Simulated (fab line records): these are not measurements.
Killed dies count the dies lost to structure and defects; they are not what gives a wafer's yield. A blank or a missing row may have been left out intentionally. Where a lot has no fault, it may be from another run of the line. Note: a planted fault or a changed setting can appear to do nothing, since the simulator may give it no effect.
Tool commonality check | flow n5-finfet | Sampled: 9 lots, 27 wafers

## WHY THIS WAS OPENED
2 of 9 lots carry a flag on the reading RS_SD_P at N5_SD_ACTIVATION_RS_MEAS_03. No-fault wafers: 56.1 ohm/sq, standard deviation 0.95.
Rule: flag the lot when none of its wafers has a number, or when each of its wafers that has one lies beyond 4 standard deviations from that mean. The other lots count as sound.

lot  | measured    | on            | RS_SD_P (ohm/sq), wafer by wafer | flag
L120 | day 3 12:15 | film-metro-02 | 55.0 56.1 55.4                   |
L127 | day 5 04:39 | film-metro-02 | 57.6 57.3 56.7                   |
L128 | day 5 11:04 | film-metro-01 | 56.0 56.1 56.1                   |
L130 | day 6 00:47 | film-metro-02 | 58.1 57.0 56.1                   |
L131 | day 6 05:49 | film-metro-02 | 127.8 127.4 126.6                | FLAGGED
L132 | day 6 16:53 | film-metro-01 | 118.2 118.7 119.2                | FLAGGED
L133 | day 6 17:43 | film-metro-02 | 55.0 54.4 56.1                   |
L140 | day 8 10:05 | film-metro-02 | 55.7 54.7 54.8                   |
L141 | day 8 15:37 | film-metro-01 | 57.3 58.2 57.0                   |
The numbers of the flagged lots are 123.0 ohm/sq on average: +66.9 ohm/sq against the usual, or +70 standard deviations.

## TOOL THAT RAN EACH LOT
The record holds 2 process steps before the reading, out of a route of 1938 steps. Each cell gives the tool, then ch followed by the chambers the sampled wafers passed through, then the start.
lot  | flag    | N5_SD_EPI_N_DESCUM_14             | N5_SD_EPI_P_EPI_21
L120 |         | rie-diel-06 ch 1,2,3, day 3 03:37 | epi-rpcvd-01 ch 0, day 3 09:26
L127 |         | rie-diel-04 ch 2,3, day 4 19:38   | epi-rpcvd-04 ch 0, day 5 01:41
L128 |         | rie-diel-04 ch 0,1,2, day 5 01:36 | epi-rpcvd-04 ch 0, day 5 08:52
L130 |         | rie-diel-05 ch 1,2, day 5 16:02   | epi-rpcvd-04 ch 0, day 5 22:18
L131 | FLAGGED | rie-diel-04 ch 1,2,3, day 5 20:25 | epi-rpcvd-04 ch 0, day 6 03:20
L132 | FLAGGED | rie-diel-05 ch 1,2,3, day 6 07:02 | epi-rpcvd-04 ch 0, day 6 14:04
L133 |         | rie-diel-05 ch 0,1, day 6 08:45   | epi-rpcvd-03 ch 0, day 6 15:54
L140 |         | rie-diel-04 ch 1,3, day 8 00:58   | epi-rpcvd-01 ch 0, day 8 07:16
L141 |         | rie-diel-04 ch 2,3, day 8 06:18   | epi-rpcvd-01 ch 0, day 8 12:22
What is done by these steps:
- N5_SD_EPI_N_DESCUM_14: chemistry O2, time 7.9 s.
- N5_SD_EPI_P_EPI_21: deposits SiGe:B, time 355 s.
- N5_SD_ACTIVATION_RS_MEAS_03: measures by four-point-probe.

## FLAGGED OVER TOTAL, TOOL BY TOOL (the gauges that took the reading come last)
step                        | tool          | lots run | flagged | share of the flagged lots | sound lots run after its first flagged lot
N5_SD_EPI_N_DESCUM_14       | rie-diel-04   | 5        | 1       | some                      | 2 (L140,L141)
N5_SD_EPI_N_DESCUM_14       | rie-diel-05   | 3        | 1       | some                      | 1 (L133)
N5_SD_EPI_N_DESCUM_14       | rie-diel-06   | 1        | 0       | none                      | -
N5_SD_EPI_P_EPI_21          | epi-rpcvd-01  | 3        | 0       | none                      | -
N5_SD_EPI_P_EPI_21          | epi-rpcvd-03  | 1        | 0       | none                      | -
N5_SD_EPI_P_EPI_21          | epi-rpcvd-04  | 5        | 2       | all                       | 0
N5_SD_ACTIVATION_RS_MEAS_03 | film-metro-01 | 3        | 1       | some                      | 1 (L141)
N5_SD_ACTIVATION_RS_MEAS_03 | film-metro-02 | 6        | 1       | some                      | 2 (L133,L140)

## WHAT IS ALLOWED BY THE TABLE
1 row of the table ran every flagged lot: epi-rpcvd-04 at N5_SD_EPI_P_EPI_21.
- epi-rpcvd-04 at N5_SD_EPI_P_EPI_21: 2 of its 5 lots flagged. A fault beginning between L130 (day 5 22:18), its last sound lot, and L131 (day 6 03:20), its first flagged one, fits the data.
Left over: one tool, epi-rpcvd-04 at N5_SD_EPI_P_EPI_21.

## WHAT HAD BEEN PUT IN BY THE SIMULATOR
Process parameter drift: epi-rpcvd-04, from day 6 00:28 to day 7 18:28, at N5_SD_EPI_P_EPI_21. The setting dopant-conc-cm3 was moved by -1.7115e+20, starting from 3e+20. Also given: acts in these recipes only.
Shown lots that were struck: L131, L132. The same result came from the rule above.
